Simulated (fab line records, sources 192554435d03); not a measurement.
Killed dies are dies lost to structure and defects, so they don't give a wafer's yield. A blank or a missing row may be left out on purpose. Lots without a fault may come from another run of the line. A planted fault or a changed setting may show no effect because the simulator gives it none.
Which tool did it? | flow n5_finfet | 9 lots, 27 wafers sampled, at 6 steps of a route of 1938

WHAT THE GAUGES READ, wafer by wafer
N5_GATE_CUT_CD_MEAS_13: target cd 20 nm.
lot  | measured    | on        | cd_nm (nm)
L781 | day 4 10:46 | cd_sem-01 | 19.97 20.10 20.39
L791 | day 7 02:55 | cd_sem-01 | 20.42 19.74 19.88
L792 | day 7 07:40 | cd_sem-03 | 19.93 20.04 20.07
L793 | day 7 10:38 | cd_sem-01 | 20.29 20.47 20.40
L794 | day 7 22:54 | cd_sem-02 | 20.06 20.31 20.66
L795 | day 8 00:39 | cd_sem-02 | 19.69 19.91 19.99
L796 | day 8 08:00 | cd_sem-03 | 20.45 20.03 20.20
L798 | day 8 17:24 | cd_sem-01 | 20.28 20.39 19.96
L802 | day 9 23:12 | cd_sem-03 | 20.47 20.22 20.21

N5_MOL_CONTACT_COAG_THK_MEAS_29.
lot  | measured     | on            | MD_CAP_THK (nm)
L781 | day 5 01:49  | film_metro-02 | 17.84 17.90 17.85
L791 | day 7 17:07  | film_metro-01 | 18.15 18.31 18.39
L792 | day 7 21:20  | film_metro-01 | 18.19 18.38 18.14
L793 | day 8 00:52  | film_metro-01 | 17.97 17.83 17.90
L794 | day 8 13:47  | film_metro-01 | 17.89 17.89 17.82
L795 | day 8 15:19  | film_metro-02 | 17.89 18.15 17.95
L796 | day 8 20:33  | film_metro-01 | 17.99 17.96 17.80
L798 | day 9 04:56  | film_metro-02 | 18.02 17.88 17.99
L802 | day 10 13:45 | film_metro-01 | 18.03 17.98 17.79

N5_BEOL_M4_RC_MEAS_101.
lot  | measured     | on        | DIBL_N (mV/V)  | DIBL_P (mV/V) | IOFF_N (nA/um) | IOFF_P (nA/um) | ION_N (uA/um) | ION_P (uA/um) | SS_N (mV/dec)  | SS_P (mV/dec)  | VT_N (mV)   | VT_P (mV)
L781 | day 7 20:13  | prober-01 | 34.9 36.4 39.0 | 35 37 41      | 0.14 0.18 0.23 | 0.22 0.26 0.35 | 670 683 690   | 466 472 470   | 72.1 72.4 72.5 | 73.6 73.2 75.1 | 251 247 247 | -247 -245 -240
L791 | day 10 22:13 | prober-02 | 36.4 37.7 36.7 | 37 38 36      | 0.16 0.19 0.15 | 0.22 0.23 0.19 | 677 709 672   | 468 480 457   | 71.0 71.3 71.5 | 74.2 73.8 73.1 | 247 243 251 | -248 -249 -252
L792 | day 11 11:20 | prober-01 | 36.4 35.7 35.9 | 37 35 37      | 0.17 0.15 0.18 | 0.26 0.22 0.26 | 683 678 695   | 470 470 484   | 71.5 71.1 71.2 | 73.6 72.9 72.8 | 248 249 246 | -245 -248 -249
L793 | day 11 09:40 | prober-02 | 35.0 33.4 32.7 | 36 34 33      | 0.17 0.15 0.13 | 0.21 0.20 0.17 | 704 691 668   | 478 471 460   | 71.3 70.3 70.5 | 73.8 72.8 72.9 | 246 246 249 | -248 -248 -253
L794 | day 11 23:30 | prober-01 | 34.6 39.2 42.8 | 35 41 45      | 0.13 0.20 0.29 | 0.16 0.24 0.35 | 667 671 698   | 461 459 474   | 71.4 72.4 73.4 | 72.8 74.0 75.4 | 254 251 245 | -254 -249 -246
L795 | day 11 17:33 | prober-02 | 33.3 38.7 36.7 | 34 39 35      | 0.12 0.24 0.18 | 0.18 0.25 0.19 | 656 684 653   | 454 456 445   | 71.3 72.1 72.6 | 73.1 75.0 73.5 | 254 244 252 | -254 -251 -254
L796 | day 12 11:10 | prober-01 | 34.2 35.1 39.3 | 34 34 39      | 0.13 0.13 0.24 | 0.17 0.17 0.25 | 651 663 680   | 447 452 458   | 71.6 70.4 72.6 | 73.1 72.6 73.8 | 251 252 247 | -252 -252 -247
L798 | day 12 21:01 | prober-01 | 40.7 42.5 36.0 | 40 44 35      | 0.20 0.25 0.13 | 0.23 0.31 0.17 | 690 694 677   | 462 476 467   | 72.2 72.7 70.9 | 73.8 75.2 72.6 | 249 246 253 | -250 -247 -253
L802 | day 14 04:37 | prober-02 | 36.8 37.1 37.0 | 37 38 38      | 0.19 0.20 0.17 | 0.23 0.23 0.23 | 697 694 673   | 475 466 466   | 71.2 71.2 71.6 | 72.9 73.8 74.1 | 246 246 247 | -248 -253 -251

WHICH TOOL RAN EACH LOT (tool, then ch and the chambers of the sampled wafers, then the start)
lot  | N5_GATE_CUT_CMP_02           | N5_GATE_CUT_CMP_43            | N5_GATE_CUT_CMP_61
L781 | cmp-01 ch 0,2,3, day 4 10:05 | cmp-01 ch 0,1,2, day 4 13:43  | cmp-01 ch 0,1,2, day 4 14:12
L791 | cmp-03 ch 1,2,3, day 7 02:15 | cmp-02 ch 0,3, day 7 05:46    | cmp-02 ch 0,3, day 7 06:12
L792 | cmp-02 ch 2,3, day 7 06:52   | cmp-01 ch 0,1,2, day 7 10:54  | cmp-01 ch 0,1,2, day 7 11:20
L793 | cmp-02 ch 0,1,3, day 7 10:01 | cmp-02 ch 0,3, day 7 14:23    | cmp-02 ch 0,3, day 7 14:49
L794 | cmp-02 ch 0,2,3, day 7 22:16 | cmp-02 ch 1,2, day 8 01:49    | cmp-02 ch 1,2, day 8 02:14
L795 | cmp-02 ch 0,1,3, day 7 23:55 | cmp-01 ch 0,3, day 8 03:51    | cmp-01 ch 0,3, day 8 04:17
L796 | cmp-03 ch 0,2,3, day 8 07:21 | cmp-03 ch 0,1, day 8 11:03    | cmp-03 ch 0,1, day 8 11:32
L798 | cmp-01 ch 1,2, day 8 16:45   | cmp-01 ch 2,3, day 8 20:13    | cmp-01 ch 2,3, day 8 20:42
L802 | cmp-02 ch 0,1,3, day 9 22:23 | cmp-01 ch 0,1,2, day 10 02:11 | cmp-01 ch 0,1,2, day 10 02:40
- N5_GATE_CUT_CMP_02: polishes, stops on SiO2, t overpolish 12.7 s, target thk 0 nm.
- N5_GATE_CUT_CMP_43: polishes SiO2.
- N5_GATE_CUT_CMP_61: polishes, stops on SiNx, t overpolish 3 s.

WHAT THE TOOLS THEMSELVES READ (means of the sampled wafers that have a number; where no wafer has one, the mark that the record gives instead)
N5_GATE_CUT_CMP_02.
lot  | tool   | edge_zone_pressure_frac | head_pressure_psi (psi) | motor_current_A (A) | overpolish_run_s (s) | time_to_endpoint_s (s)
L781 | cmp-01 | 1.000                   | 2.504                   | 8.7                 | 12.696               | 26
L791 | cmp-03 | 0.998                   | 2.508                   | 8.7                 | 12.696               | 30
L792 | cmp-02 | 1.006                   | 2.504                   | 8.2                 | 12.704               | 26
L793 | cmp-02 | 1.000                   | 2.498                   | 9.5                 | 12.703               | 26
L794 | cmp-02 | 1.000                   | 2.499                   | 8.5                 | 12.699               | 25
L795 | cmp-02 | 0.996                   | 2.496                   | 9.3                 | 12.695               | 28
L796 | cmp-03 | 1.004                   | 2.502                   | 8.7                 | 12.695               | 27
L798 | cmp-01 | 1.002                   | 2.500                   | 8.1                 | 12.705               | 25
L802 | cmp-02 | 1.000                   | 2.501                   | 9.1                 | 12.700               | 25

N5_GATE_CUT_CMP_43.
lot  | tool   | edge_zone_pressure_frac | motor_current_A (A)
L781 | cmp-01 | 1.000                   | 11.2
L791 | cmp-02 | 1.002                   | 11.6
L792 | cmp-01 | 1.002                   | 11.7
L793 | cmp-02 | 0.996                   | 11.4
L794 | cmp-02 | 0.997                   | 12.6
L795 | cmp-01 | 1.001                   | 10.8
L796 | cmp-03 | 1.003                   | 10.4
L798 | cmp-01 | 1.000                   | 10.6
L802 | cmp-01 | 1.003                   | 11.6

N5_GATE_CUT_CMP_61.
lot  | tool   | edge_zone_pressure_frac | head_pressure_psi (psi) | motor_current_A (A)
L781 | cmp-01 | 1.003                   | 4.006                   | 11.3
L791 | cmp-02 | -                       | -                       | -
L792 | cmp-01 | -                       | -                       | -
L793 | cmp-02 | 0.999                   | 3.998                   | 11.7
L794 | cmp-02 | 1.005                   | 4.002                   | 12.3
L795 | cmp-01 | 1.000                   | 3.997                   | 10.8
L796 | cmp-03 | 1.002                   | 4.007                   | 10.7
L798 | cmp-01 | 1.002                   | 3.995                   | 10.4
L802 | cmp-01 | 1.007                   | 4.004                   | 11.4

THE ANSWER, worked out from the rows above alone
Rule: what is usual is taken from the lots themselves. Put in order of their means at a reading, lots are off if they are a third of the lots or fewer, leave a main group of 4 or more, and stand apart from it by a gap of 3 or more times the standard deviation of the main group's means; of several such gaps the widest counts. A main group whose means are all the same, to the digits that the tables above print for the reading, isn't used. A lot without any number at a reading at which 4 lots or more have one is off too. The other lots that the step has rows for count as sound. The gauges are gone through in route order, then the tools' own readings, and for those a lot's mean is taken as printed above. The first step at which some lot is off is used, and at that step the reading that is off furthest; a lot without a number counts as furthest.
Off: L791, L792, at N5_MOL_CONTACT_COAG_THK_MEAS_29 (MD_CAP_THK). The main group: mean 17.92 nm, standard deviation 0.045.
A tool fits if, at a process step before that reading, it ran every lot that is off, and no sound lot after the first of them. The gauges at N5_MOL_CONTACT_COAG_THK_MEAS_29 aren't tried: what is off there is off at N5_GATE_CUT_CMP_61 too, on other tools, and a gauge's error can't cause that. None of those tried fits.

WHAT THE SIMULATOR HAD PUT IN
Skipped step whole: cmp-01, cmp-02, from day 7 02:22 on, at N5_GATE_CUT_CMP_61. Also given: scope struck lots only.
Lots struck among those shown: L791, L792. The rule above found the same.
